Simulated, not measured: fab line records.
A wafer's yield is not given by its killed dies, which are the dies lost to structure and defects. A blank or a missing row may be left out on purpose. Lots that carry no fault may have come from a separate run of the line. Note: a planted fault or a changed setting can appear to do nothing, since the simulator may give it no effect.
fab line records ; flow n5-finfet ; part 1 of 2: steps 1 to 24 of 30
[record] lots = 5; wafers = 15; last-day = 20
route steps=1938 shown BEOL_M1@762
lots with no fault: from the same line, run without faults
start-h: the number of hours between the record's first day and the start of the first shown wafer of the lot ; wait-h: how many hours have passed since the lot's step before this one ; " unchanged from the row above ; L1.1+2: a single row standing in for several wafers ; - value missing, or start not given ; * or withheld: withheld ; < > ~ a bound
route shown NAME@n: NAME is a module with steps in the file, n the number in the route of the first one ; usual: average and standard deviation across the fault-free wafers ; same: alike in all rows ; chamber/n: place in a boat ; sites: each site's reading ; _std_site: the values' standard deviation ; _edge_site: outer sites' mean less inner sites' ; radius-mm: for every site, how far away it sits from the centre of the wafer ; mask NAME#n: copy n ; behind: the last tool/chamber to shape the wafer ; hold: cause of the lot's hold/its duration in hours/its outcome ; device: names the non-switching transistor (n, p or np) ; end of line: the route-end tests of the same wafers ; step lacking rows: just its recipe ; killed: at the first sort, the dies lost to defects and structure; wafer yield is something else ; map: the dies of a wafer, with x for killed, . for not killed, _ for no die there
set.NAME: the setting that was run; set.NAME@STEP: the one run at that earlier step ; model.NAME: the simulator's own value behind a step, which no gauge read
a table for each step, a row for each wafer; lots at some steps of the route
services: the hour from which a tool's chamber was out of use, counted from the record's first day as start-h (under 0 if before that day), plus the number of hours and why
[[steps]]
[step N5_BEOL_M1_PEB_09]
[recipe] peb-temp-c = 100; peb-time-s = 60; resist = CAR-EUV
lot.wafer;tool;chamber;start-h;wait-h
L075.1+2+5;litho-track-05;0;128.33;0.1
L080.2+3+4;litho-track-02;0;160.55;0.0
L082.1+2+3;litho-track-03;0;169.35;0.1
L085.2+3+6;litho-track-03;0;194.67;0.0
L097.1+2+5;litho-track-03;0;267.67;0.1
[step N5_BEOL_M1_DEVELOP_10]
[recipe] develop-time-s = 30; developer = TMAH; resist = CAR-EUV; rinse-liquid = surfactant-rinse; dry = air-spin; dev-temp-c = 23
lot.wafer;tool;chamber;start-h;wait-h
L075.1+2+5;litho-track-05;0;-;-
L080.2+3+4;litho-track-02;0;-;-
L082.1+2+3;litho-track-03;0;-;-
L085.2+3+6;litho-track-03;0;-;-
L097.1+2+5;litho-track-03;0;-;-
[step N5_BEOL_M1_CD_MEAS_11]
[recipe] target-cd-nm = 17.05; landing-energy-ev = 500; detector = se-inlens; polarity = opening
[usual] cd-nm = 17.13/0.24
lot.wafer;tool;chamber;start-h;wait-h;cd-nm
L075.1;cd-sem-02;0;128.40;-;17.01
L075.2;cd-sem-02;0;128.40;-;16.89
L075.5;cd-sem-02;0;128.40;-;17.30
L080.2;cd-sem-02;0;160.61;-;16.65
L080.3;cd-sem-02;0;160.61;-;16.95
L080.4;cd-sem-02;0;160.61;-;16.89
L082.1;cd-sem-01;0;169.42;-;17.44
L082.2;cd-sem-01;0;169.42;-;17.25
L082.3;cd-sem-01;0;169.42;-;16.94
L085.2;cd-sem-01;0;194.74;-;17.10
L085.3;cd-sem-01;0;194.74;-;16.92
L085.6;cd-sem-01;0;194.74;-;17.27
L097.1;cd-sem-01;0;267.74;-;17.12
L097.2;cd-sem-01;0;267.74;-;17.24
L097.5;cd-sem-01;0;267.74;-;17.23
[step N5_BEOL_M1_OVL_MEAS_12]
[recipe] points-per-wafer = 522
[usual] M1_OVL = 0.1/0.57
lot.wafer;tool;chamber;start-h;wait-h;M1_OVL[nm]
L075.1;overlay-01;0;128.43;0.0;0.0
L075.2;overlay-01;0;128.43;0.0;-0.6
L075.5;overlay-01;0;128.43;0.0;-0.7
L080.2;overlay-01;0;160.65;0.0;0.0
L080.3;overlay-01;0;160.65;0.0;0.4
L080.4;overlay-01;0;160.65;0.0;0.2
L082.1;overlay-01;0;169.45;0.0;0.8
L082.2;overlay-01;0;169.45;0.0;-0.4
L082.3;overlay-01;0;169.45;0.0;0.3
L085.2;overlay-01;0;194.77;0.0;0.1
L085.3;overlay-01;0;194.77;0.0;0.5
L085.6;overlay-01;0;194.77;0.0;-0.7
L097.1;overlay-01;0;267.77;0.0;0.6
L097.2;overlay-01;0;267.77;0.0;0.0
L097.5;overlay-01;0;267.77;0.0;0.2
[step N5_BEOL_M1_INSPECT_13]
[recipe] mode = adi; inspect-instrument = brightfield
[usual] raw-defect-count = 413/80
lot.wafer;tool;chamber;start-h;wait-h;raw-defect-count
L075.1;defect-inspect-02;-;128.49;0.1;496
L075.2;defect-inspect-02;-;128.49;0.1;450
L075.5;defect-inspect-02;-;128.49;0.1;560
L080.2;defect-inspect-02;-;160.70;0.0;402
L080.3;defect-inspect-02;-;160.70;0.0;357
L080.4;defect-inspect-02;-;160.70;0.0;396
L082.1;defect-inspect-02;-;169.51;0.1;418
L082.2;defect-inspect-02;-;169.51;0.1;444
L082.3;defect-inspect-02;-;169.51;0.1;372
L085.2;defect-inspect-02;-;194.83;0.0;441
L085.3;defect-inspect-02;-;194.83;0.0;427
L085.6;defect-inspect-02;-;194.83;0.0;451
L097.1;defect-inspect-02;-;267.83;0.1;421
L097.2;defect-inspect-02;-;267.83;0.1;357
L097.5;defect-inspect-02;-;267.83;0.1;498
[step N5_BEOL_M1_DESCUM_16]
[recipe] chemistry = O2; time-s = 7; source-power-w = 50; bias-power-w = 20; pressure-mtorr = 20; rf-frequency-hz = 2.712e+07; temp-c = 40; resist = CAR-EUV; o2-flow-sccm = 225
[usual] drypump-motor-current-A = 5.9/0.38; oes-product-au = 0.81/0.091; rf-vpp-V = 242.9/1.6; showerhead-plenum-p-Torr = 2.09/0.077; throttle-valve-pct = 20.38/0.29
lot.wafer;tool;chamber;start-h;wait-h;drypump-motor-current-A;oes-product-au;rf-hours-counter-h;rf-vpp-V;showerhead-plenum-p-Torr;throttle-valve-pct
L075.1;rie-diel-04;2;128.52;0.0;5.9;0.95;6;240.6;2.07;20.43
L075.2;rie-diel-04;0;128.52;0.0;5.7;0.76;136;243.2;2.11;20.38
L075.5;rie-diel-04;0;128.52;0.0;5.7;0.76;-;244.0;2.11;20.38
L080.2;rie-diel-04;0;160.74;0.0;5.7;0.76;146;243.2;2.10;20.39
L080.3;rie-diel-04;2;160.74;0.0;5.9;0.93;14;243.1;2.07;20.44
L080.4;rie-diel-04;3;160.74;0.0;5.3;0.90;31;244.1;2.15;20.33
L082.1;rie-diel-04;0;170.17;0.7;5.7;0.75;148;242.7;2.10;20.40
L082.2;rie-diel-04;1;170.17;0.7;6.4;0.69;248;244.5;2.17;21.10
L082.3;rie-diel-04;3;170.17;0.7;5.2;0.90;34;243.9;2.15;20.34
L085.2;rie-diel-04;0;194.86;0.0;5.7;0.74;155;242.3;2.10;20.42
L085.3;rie-diel-04;3;194.86;0.0;5.2;0.88;41;244.6;2.14;20.34
L085.6;rie-diel-04;0;194.86;0.0;5.7;0.75;-;244.6;2.10;20.41
L097.1;rie-diel-01;2;267.86;0.0;6.1;0.90;25;244.2;2.12;19.86
L097.2;rie-diel-01;3;267.86;0.0;6.3;0.77;181;244.7;2.18;20.71
L097.5;rie-diel-01;3;267.86;0.0;6.3;0.77;-;245.1;2.18;20.70
[step N5_BEOL_M1_ETCH_74]
[recipe] chemistry = N2/H2; target = underlayer; target-depth-a = 65; mask-material = CAR-EUV; time-s = 5.2; ion-energy-ev = 200; pressure-mtorr = 30; source-w = 840; bias-w = 150; n2-flow-sccm = 200; h2-flow-sccm = 200; ends = cleared
[usual] drypump-motor-current-A = 5.9/0.38; etch-rf-on-time-s = 5.15/0.13; oes-product-au = 0.69/0.082; rf-vpp-V = 523.6/2.8; showerhead-plenum-p-Torr = 2.53/0.096; throttle-valve-pct = 17.79/0.28
lot.wafer;tool;chamber;start-h;wait-h;drypump-motor-current-A;etch-rf-on-time-s;oes-product-au;rf-hours-counter-h;rf-vpp-V;showerhead-plenum-p-Torr;throttle-valve-pct
L075.1;rie-diel-04;2;128.56;0.0;5.9;5.29;0.83;6;524.6;2.50;17.64
L075.2;rie-diel-04;0;128.56;0.0;5.7;5.25;0.64;136;523.1;2.55;17.72
L075.5;rie-diel-04;0;128.56;0.0;5.7;5.21;0.64;-;521.5;2.55;17.73
L080.2;rie-diel-04;0;160.77;0.0;5.7;5.31;0.63;146;525.5;2.54;17.71
L080.3;rie-diel-04;2;160.77;0.0;5.9;5.24;0.79;14;523.3;2.49;17.65
L080.4;rie-diel-04;3;160.77;0.0;5.2;5.05;0.77;31;525.3;2.60;17.79
L082.1;rie-diel-04;0;170.20;0.0;5.7;5.27;0.62;148;522.3;2.54;17.70
L082.2;rie-diel-04;1;170.20;0.0;6.3;5.31;0.59;248;526.7;2.60;18.38
L082.3;rie-diel-04;3;170.20;0.0;5.3;5.03;0.77;34;526.0;2.60;17.80
L085.2;rie-diel-04;0;194.90;0.0;5.7;5.27;0.62;155;522.8;2.54;17.72
L085.3;rie-diel-04;3;194.90;0.0;5.2;5.03;0.76;41;525.8;2.59;17.78
L085.6;rie-diel-04;0;194.90;0.0;5.7;5.25;0.62;-;523.2;2.54;17.72
L097.1;rie-diel-01;2;267.90;0.0;6.0;4.90;0.78;25;526.0;2.61;17.63
L097.2;rie-diel-01;3;267.90;0.0;6.3;5.23;0.64;181;526.3;2.65;18.23
L097.5;rie-diel-01;3;267.90;0.0;6.4;5.19;0.65;-;525.4;2.65;18.25
[step N5_BEOL_M1_ETCH_63]
[recipe] chemistry = CF4; target = SiARC; target-depth-a = 156; mask-material = CAR-EUV; time-s = 26; ion-energy-ev = 80; pressure-mtorr = 40; source-w = 545; bias-w = 36; Ar_flow_sccm = 100; cf4-flow-sccm = 100; ends = cleared
[usual] drypump-motor-current-A = 5.9/0.38; etch-rf-on-time-s = 25.8/0.61; oes-product-au = 0.69/0.082; rf-vpp-V = 183.9/1.2; showerhead-plenum-p-Torr = 2.13/0.075; throttle-valve-pct = 15.53/0.23
lot.wafer;tool;chamber;start-h;wait-h;drypump-motor-current-A;etch-rf-on-time-s;oes-product-au;rf-hours-counter-h;rf-vpp-V;showerhead-plenum-p-Torr;throttle-valve-pct
L075.1;rie-diel-04;2;128.57;0.0;5.9;26.0;0.82;6;184.2;2.10;15.45
L075.2;rie-diel-04;0;128.57;0.0;5.7;26.0;0.64;136;183.8;2.14;15.51
L075.5;rie-diel-04;0;128.57;0.0;5.7;26.1;0.64;-;185.6;2.14;15.51
L080.2;rie-diel-04;0;160.79;0.0;5.7;25.8;0.64;146;184.3;2.14;15.53
L080.3;rie-diel-04;2;160.79;0.0;5.9;25.8;0.80;14;183.1;2.10;15.46
L080.4;rie-diel-04;3;160.79;0.0;5.2;25.0;0.78;31;184.8;2.18;15.45
L082.1;rie-diel-04;0;170.22;0.0;5.7;25.9;0.63;148;184.7;2.14;15.55
L082.2;rie-diel-04;1;170.22;0.0;6.3;26.1;0.60;248;185.8;2.19;16.11
L082.3;rie-diel-04;3;170.22;0.0;5.3;25.0;0.77;34;185.7;2.18;15.46
L085.2;rie-diel-04;0;194.91;0.0;5.7;26.1;0.62;155;183.4;2.14;15.54
L085.3;rie-diel-04;3;194.91;0.0;5.2;25.2;0.76;41;186.6;2.18;15.46
L085.6;rie-diel-04;0;194.91;0.0;5.7;26.5;0.62;-;183.0;2.14;15.55
L097.1;rie-diel-01;2;267.91;0.0;6.1;24.5;0.78;25;185.0;2.19;15.20
L097.2;rie-diel-01;3;267.91;0.0;6.4;25.4;0.65;181;185.5;2.22;15.78
L097.5;rie-diel-01;3;267.91;0.0;6.3;25.5;0.65;-;185.4;2.22;15.79
[step N5_BEOL_M1_ETCH_64]
[recipe] chemistry = N2/H2; target = SOC; target-depth-a = 750; overetch-a = 150; mask-material = SiARC; temp-c = 40; time-s = 112.5; ion-energy-ev = 200; pressure-mtorr = 30; source-w = 840; bias-w = 150; n2-flow-sccm = 200; h2-flow-sccm = 200
[usual] drypump-motor-current-A = 5.9/0.38; oes-product-au = 0.64/0.072; rf-vpp-V = 523.6/2.7; showerhead-plenum-p-Torr = 2.53/0.096; throttle-valve-pct = 17.75/0.28
lot.wafer;tool;chamber;start-h;wait-h;drypump-motor-current-A;oes-product-au;rf-hours-counter-h;rf-vpp-V;showerhead-plenum-p-Torr;throttle-valve-pct
L075.1;rie-diel-04;2;128.60;0.0;5.9;0.78;6;522.1;2.49;17.61
L075.2;rie-diel-04;0;128.60;0.0;5.7;0.60;136;523.9;2.55;17.65
L075.5;rie-diel-04;0;128.60;0.0;5.7;0.60;-;523.7;2.55;17.66
L080.2;rie-diel-04;0;160.81;0.0;5.7;0.59;146;525.5;2.54;17.67
L080.3;rie-diel-04;2;160.81;0.0;5.9;0.74;14;523.3;2.49;17.63
L080.4;rie-diel-04;3;160.81;0.0;5.2;0.71;31;525.5;2.60;17.73
L082.1;rie-diel-04;0;170.24;0.0;5.7;0.59;148;524.4;2.54;17.67
L082.2;rie-diel-04;1;170.24;0.0;6.4;0.56;248;525.5;2.60;18.33
L082.3;rie-diel-04;3;170.24;0.0;5.2;0.71;34;525.0;2.60;17.74
L085.2;rie-diel-04;0;194.94;0.0;5.7;0.59;155;523.3;2.54;17.68
L085.3;rie-diel-04;3;194.94;0.0;5.3;0.69;41;525.3;2.59;17.76
L085.6;rie-diel-04;0;194.94;0.0;5.7;0.58;-;524.8;2.54;17.68
L097.1;rie-diel-01;2;267.94;0.0;6.0;0.70;25;525.0;2.61;17.58
L097.2;rie-diel-01;3;267.94;0.0;6.3;0.59;181;528.8;2.65;18.20
L097.5;rie-diel-01;3;267.94;0.0;6.3;0.60;-;525.4;2.65;18.18
[step N5_BEOL_M1_STRIP_65]
[recipe] chemistry = N2/H2; temp-c = 40; n2-flow-sccm = 200; h2-flow-sccm = 200; rf-frequency-hz = 6e+07
lot.wafer;tool;chamber;start-h;wait-h
L075.1+2+5;rie-diel-04;2,0,0;128.71;0.1
L080.2+3+4;rie-diel-04;0,2,3;160.92;0.1
L082.1+2+3;rie-diel-04;0,1,3;170.35;0.1
L085.2+3+6;rie-diel-04;0,3,0;195.05;0.1
L097.1+2+5;rie-diel-01;2,3,3;268.05;0.1
[step N5_BEOL_M1_STRIP_75]
[recipe] chemistry = N2/H2; temp-c = 40; n2-flow-sccm = 200; h2-flow-sccm = 200; rf-frequency-hz = 6e+07
lot.wafer;tool;chamber;start-h;wait-h
L075.1+2+5;rie-diel-04;2,0,0;128.72;0.0
L080.2+3+4;rie-diel-04;0,2,3;160.93;0.0
L082.1+2+3;rie-diel-04;0,1,3;170.36;0.0
L085.2+3+6;rie-diel-04;0,3,0;195.06;0.0
L097.1+2+5;rie-diel-01;2,3,3;268.06;0.0
[step N5_BEOL_M1_STRIP_66]
[recipe] chemistry = CF4; resist = SiARC; power-w = 300; bias-power-w = 75; pressure-mtorr = 50; cf4-flow-sccm = 150; rf-frequency-hz = 6e+07
[usual] drypump-motor-current-A = 5.9/0.37; oes-product-au = 0.80/0.089; rf-vpp-V = 271.1/1.6; showerhead-plenum-p-Torr = 1.79/0.063; throttle-valve-pct = 13.50/0.24
lot.wafer;tool;chamber;start-h;wait-h;drypump-motor-current-A;oes-product-au;rf-hours-counter-h;rf-vpp-V;showerhead-plenum-p-Torr;throttle-valve-pct
L075.1;rie-diel-04;2;128.73;0.0;5.9;0.95;6;271.1;1.77;13.42
L075.2;rie-diel-04;0;128.73;0.0;5.7;0.75;136;272.6;1.78;13.46
L075.5;rie-diel-04;0;128.73;0.0;5.7;0.74;-;270.3;1.78;13.46
L080.2;rie-diel-04;0;160.94;0.0;5.7;0.73;146;271.3;1.78;13.47
L080.3;rie-diel-04;2;160.94;0.0;5.9;0.92;14;268.3;1.77;13.44
L080.4;rie-diel-04;3;160.94;0.0;5.2;0.88;31;272.6;1.84;13.42
L082.1;rie-diel-04;0;170.37;0.0;5.7;0.73;149;271.5;1.78;13.48
L082.2;rie-diel-04;1;170.37;0.0;6.3;0.70;248;272.8;1.85;14.15
L082.3;rie-diel-04;3;170.37;0.0;5.2;0.88;34;272.3;1.84;13.44
L085.2;rie-diel-04;0;195.07;0.0;5.7;0.74;155;270.9;1.78;13.49
L085.3;rie-diel-04;3;195.07;0.0;5.2;0.87;41;273.2;1.84;13.46
L085.6;rie-diel-04;0;195.07;0.0;5.7;0.72;-;270.9;1.78;13.49
L097.1;rie-diel-01;2;268.07;0.0;6.1;0.87;25;273.4;1.83;13.17
L097.2;rie-diel-01;3;268.07;0.0;6.3;0.75;181;272.6;1.85;13.73
L097.5;rie-diel-01;3;268.07;0.0;6.3;0.75;-;273.6;1.85;13.73
[step N5_BEOL_M1_HM_OPEN_17]
[recipe] chemistry = Cl2/BCl3; target-depth-a = 200; overetch-a = 60; target = TiN; mask-material = SOC; ion-energy-ev = 150; pressure-mtorr = 10; icp-w = 1000; bias-w = 126; Cl2_flow_sccm = 53.25; bcl3-flow-sccm = 21.75; Ar_flow_sccm = 25
[usual] drypump-motor-current-A = 5.7/0.4; oes_ar_750_au = 0.78/0.081; oes-product-au = 0.68/0.072; throttle-valve-pct = 21.97/0.27
lot.wafer;tool;chamber;start-h;wait-h;drypump-motor-current-A;oes_ar_750_au;oes-product-au;rf-hours-counter-h;throttle-valve-pct
L075.1;rie-metal-02;0;128.77;0.0;5.7;0.80;0.72;16;21.58
L075.2;rie-metal-02;1;128.77;0.0;5.2;0.87;0.77;8;22.32
L075.5;rie-metal-02;0;128.77;0.0;5.7;0.82;0.72;-;21.60
L080.2;rie-metal-02;1;160.98;0.0;5.3;0.86;0.76;11;22.38
L080.3;rie-metal-02;0;160.98;0.0;5.7;0.81;0.71;-;21.60
L080.4;rie-metal-02;1;160.98;0.0;5.3;0.86;0.75;-;22.37
L082.1;rie-metal-02;1;170.41;0.0;5.3;0.86;0.74;12;22.37
L082.2;rie-metal-02;0;170.41;0.0;5.7;0.80;0.71;20;21.60
L082.3;rie-metal-02;0;170.41;0.0;5.7;0.80;0.73;-;21.58
L085.2;rie-metal-03;0;195.11;0.0;6.6;0.76;0.66;50;22.23
L085.3;rie-metal-03;1;195.11;0.0;5.7;0.66;0.57;-;21.86
L085.6;rie-metal-03;1;195.11;0.0;5.7;0.67;0.57;-;21.86
L097.1;rie-metal-02;1;268.11;0.0;5.3;0.81;0.71;21;22.40
L097.2;rie-metal-02;0;268.11;0.0;5.7;0.78;0.67;29;21.64
L097.5;rie-metal-02;0;268.11;0.0;5.7;0.77;0.68;-;21.62
[step N5_BEOL_M1_STRIP_19]
[recipe] chemistry = O2; power-w = 400; temp-c = 40; pressure-mtorr = 30; rf-frequency-hz = 6e+07; bias-power-w = 0; overash-fraction = 0.2; o2-flow-sccm = 225
[usual] drypump-motor-current-A = 6.0/0.35; oes-product-au = 0.80/0.082; rf-vpp-V = 3.6/0.43; showerhead-plenum-p-Torr = 2.08/0.087; throttle-valve-pct = 16.62/0.24
lot.wafer;tool;chamber;start-h;wait-h;drypump-motor-current-A;oes-product-au;rf-hours-counter-h;rf-vpp-V;showerhead-plenum-p-Torr;throttle-valve-pct
L075.1;rie-diel-06;1;128.89;0.1;5.7;0.71;208;3.9;2.15;16.54
L075.2;rie-diel-06;2;128.89;0.1;5.2;0.67;232;3.0;2.16;16.72
L075.5;rie-diel-06;3;128.89;0.1;6.3;0.81;-;3.9;1.95;16.42
L080.2;rie-diel-01;1;161.10;0.1;6.1;0.81;103;3.9;2.03;16.62
L080.3;rie-diel-01;3;161.10;0.1;6.3;0.80;145;3.6;2.20;16.85
L080.4;rie-diel-01;2;161.10;0.1;6.1;0.69;247;4.1;2.13;16.60
L082.1;rie-diel-06;2;170.72;0.3;5.3;0.65;244;3.2;2.16;16.74
L082.2;rie-diel-06;1;170.72;0.3;5.7;0.69;221;3.5;2.15;16.57
L082.3;rie-diel-06;3;170.72;0.3;6.3;0.78;116;3.6;1.95;16.44
L085.2;rie-diel-04;3;195.22;0.1;5.2;0.88;41;3.6;2.15;16.57
L085.3;rie-diel-04;0;195.22;0.1;5.7;0.74;155;4.1;2.10;16.68
L085.6;rie-diel-04;2;195.22;0.1;5.9;0.91;-;3.6;2.07;16.65
L097.1;rie-diel-04;1;268.22;0.1;6.4;0.92;18;3.9;2.16;16.82
L097.2;rie-diel-04;0;268.22;0.1;5.7;0.73;179;3.8;2.10;16.72
L097.5;rie-diel-04;3;268.22;0.1;5.3;0.85;-;3.6;2.14;16.61
[step N5_BEOL_M1_CD_MEAS_18]
[recipe] pitch-nm = 36; target-cd-nm = 18
[usual] cd-nm = 18.2/0.3
lot.wafer;tool;chamber;start-h;wait-h;cd-nm
L075.1;cd-sem-01;-;128.96;0.0;18.3
L075.2;cd-sem-01;-;128.96;0.0;18.3
L075.5;cd-sem-01;-;128.96;0.0;18.1
L080.2;cd-sem-03;-;161.17;0.1;18.2
L080.3;cd-sem-03;-;161.17;0.1;18.2
L080.4;cd-sem-03;-;161.17;0.1;18.3
L082.1;cd-sem-02;-;170.79;0.0;18.3
L082.2;cd-sem-02;-;170.79;0.0;17.8
L082.3;cd-sem-02;-;170.79;0.0;18.3
L085.2;cd-sem-01;-;195.29;0.1;18.1
L085.3;cd-sem-01;-;195.29;0.1;18.0
L085.6;cd-sem-01;-;195.29;0.1;18.2
L097.1;cd-sem-02;-;268.29;0.0;17.8
L097.2;cd-sem-02;-;268.29;0.0;18.0
L097.5;cd-sem-02;-;268.29;0.0;18.0
[step N5_BEOL_M1_COAT_67]
[recipe] resist = SOC; temp-c = 250; time-s = 60; spin-rpm = 1500; resist-thk-nm = 60
lot.wafer;tool;chamber;start-h;wait-h
L075.1+2+5;litho-track-03;0;129.00;0.0
L080.2+3+4;litho-track-05;0;161.21;0.0
L082.1+2+3;litho-track-03;0;170.82;0.0
L085.2+3+6;litho-track-03;0;195.33;0.0
L097.1+2+5;litho-track-05;0;268.33;0.0
[step N5_BEOL_M1_COAT_68]
[recipe] resist = SiARC; temp-c = 220; time-s = 60; spin-rpm = 1500; resist-thk-nm = 12
lot.wafer;tool;chamber;start-h;wait-h
L075.1+2+5;litho-track-03;0;-;-
L080.2+3+4;litho-track-05;0;-;-
L082.1+2+3;litho-track-03;0;-;-
L085.2+3+6;litho-track-03;0;-;-
L097.1+2+5;litho-track-05;0;-;-
[step N5_BEOL_M1_COAT_76]
[recipe] resist = underlayer; temp-c = 205; time-s = 60; spin-rpm = 1500; resist-thk-nm = 5
lot.wafer;tool;chamber;start-h;wait-h
L075.1+2+5;litho-track-03;0;-;-
L080.2+3+4;litho-track-05;0;-;-
L082.1+2+3;litho-track-03;0;-;-
L085.2+3+6;litho-track-03;0;-;-
L097.1+2+5;litho-track-05;0;-;-
[step N5_BEOL_M1_COAT_22]
[recipe] resist = CAR-EUV; spin-rpm = 1500; resist-thk-nm = 30
lot.wafer;tool;chamber;start-h;wait-h
L075.1+2+5;litho-track-03;0;-;-
L080.2+3+4;litho-track-05;0;-;-
L082.1+2+3;litho-track-03;0;-;-
L085.2+3+6;litho-track-03;0;-;-
L097.1+2+5;litho-track-05;0;-;-
[step N5_BEOL_M1_EBR_24]
[recipe] solvent = PGMEA; ebr-width-mm = 1.5
lot.wafer;tool;chamber;start-h;wait-h
L075.1+2+5;litho-track-03;0;-;-
L080.2+3+4;litho-track-05;0;-;-
L082.1+2+3;litho-track-03;0;-;-
L085.2+3+6;litho-track-03;0;-;-
L097.1+2+5;litho-track-05;0;-;-
[step N5_BEOL_M1_SOFTBAKE_23]
[recipe] temp-c = 110; time-s = 60; resist = CAR-EUV
lot.wafer;tool;chamber;start-h;wait-h
L075.1+2+5;litho-track-03;0;-;-
L080.2+3+4;litho-track-05;0;-;-
L082.1+2+3;litho-track-03;0;-;-
L085.2+3+6;litho-track-03;0;-;-
L097.1+2+5;litho-track-05;0;-;-
[step N5_BEOL_M1_EXPOSE_25]
[recipe] mask-id = V0; na = 0.33; source-shape = quasar; sigma-inner = 0.2; sigma-outer = 0.8; polarization = unpolarized; defocus-nm = 5; target-cd-nm = 24; dose-mj = 63
lot.wafer;tool;chamber;start-h;wait-h;mask
L075.1+2+5;euv-scanner-02;0;129.26;-;V0#0
L080.2+3+4;euv-scanner-02;0;161.35;-;V0#0
L082.1+2+3;euv-scanner-01;0;171.09;-;V0#0
L085.2+3+6;euv-scanner-01;0;195.47;-;V0#0
L097.1+2+5;euv-scanner-02;0;268.46;-;V0#0
[step N5_BEOL_M1_PEB_26]
[recipe] peb-temp-c = 100; peb-time-s = 60; resist = CAR-EUV
lot.wafer;tool;chamber;start-h;wait-h
L075.1+2+5;litho-track-05;0;129.34;0.1
L080.2+3+4;litho-track-05;0;161.42;0.1
L082.1+2+3;litho-track-03;0;171.16;0.1
L085.2+3+6;litho-track-03;0;195.54;0.1
L097.1+2+5;litho-track-05;0;268.54;0.1
[step N5_BEOL_M1_DEVELOP_27]
[recipe] develop-time-s = 30; developer = TMAH; resist = CAR-EUV; rinse-liquid = surfactant-rinse; dry = air-spin; dev-temp-c = 23
lot.wafer;tool;chamber;start-h;wait-h
L075.1+2+5;litho-track-05;0;-;-
L080.2+3+4;litho-track-05;0;-;-
L082.1+2+3;litho-track-03;0;-;-
L085.2+3+6;litho-track-03;0;-;-
L097.1+2+5;litho-track-05;0;-;-
